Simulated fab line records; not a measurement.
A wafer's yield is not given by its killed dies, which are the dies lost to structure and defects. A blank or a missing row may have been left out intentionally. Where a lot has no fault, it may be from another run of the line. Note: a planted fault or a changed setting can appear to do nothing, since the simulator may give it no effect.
8D (eight disciplines) problem report, filled in by code | flow n5Finfet | the parts of the form that need people (team, actions taken, sign-off) are left out

## 1. WHAT WENT WRONG
Mean of spinSpeedRpm at N5_FIN_SAQP_COAT_10: 2059.3 rpm across 9 wafers in 3 lots; on wafers with no fault it is 1499.8 rpm (standard deviation 1.1). That is +99 or more standard deviations from the usual mean.
The step: resist thk 90 nm.
Seen first at day 5 04:43 on lithoTrack-03, wafer L144.3. At this step, 15 wafers from 5 lots have a number in the record. Rule for "out" (also "out of limits"): further than 4 standard deviations from the usual mean. The other wafers with a number count as sound.

## 2. WHAT IT IS, AND WHAT IT ISN'T
question                    | is                     | is not
which readings at this step | spinSpeedRpm           | -
which lots                  | L144, L146, L147       | L135, L153
which wafers of those lots  | all that have a number | -
read on which tools         | lithoTrack-03          | lithoTrack-02
when                        | from day 5 04:43       | up to then (3 sound wafers); but 3 sound wafers of L153 came after

## 3. WHAT RULES OUT EACH SUSPECT
Counting: any tool at a process step up to the reading is kept as a suspect provided that every lot that is out went through it and no sound lot did after the first of them.
- lithoTrack-03 at N5_FIN_SAQP_COAT_10 (resist thk 90 nm): kept. All lots that are out passed through it, beginning with L144 at day 5 04:43, and no sound lot followed; its final sound lot before that point was L135 at day 2 22:00. Its own spinSpeedRpm readings are out on those wafers.
The count leaves lithoTrack-03 at N5_FIN_SAQP_COAT_10.

## 4. THE CAUSE (what the simulator had put in)
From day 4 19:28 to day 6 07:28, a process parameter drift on lithoTrack-03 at N5_FIN_SAQP_COAT_10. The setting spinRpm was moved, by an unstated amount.
This tool alone remained once counting was done.

## 5. THE CHAIN OF EFFECTS, in route order
Rows list readings where the struck wafers' mean (over those with a number) sits beyond 3 standard deviations from the usual. Scope: only readings with a usual standard deviation given in the record; hours: median across lots of the time from each lot's start at the first step in this table that gives one to its start at this step; sigmas: change in usual standard deviations.
hours | step                | reading      | usual      | on struck wafers | change | sigmas
0     | N5_FIN_SAQP_COAT_10 | spinSpeedRpm | 1499.8 rpm | 2059.3           | +559.5 | +99 or more
Process steps it contains:
- N5_FIN_SAQP_COAT_10: resist thk 90 nm.
Later measuring or inspecting steps at which every struck wafer that the step has a row for has a number for every such reading, and none has moved that far: N5_BEOL_M4_RC_MEAS_101.

## 6. HOW IT WOULD HAVE BEEN CAUGHT EARLIER
The fault began at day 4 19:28; the first out-of-limits reading in this record came at day 5 04:43, 9 hours later.
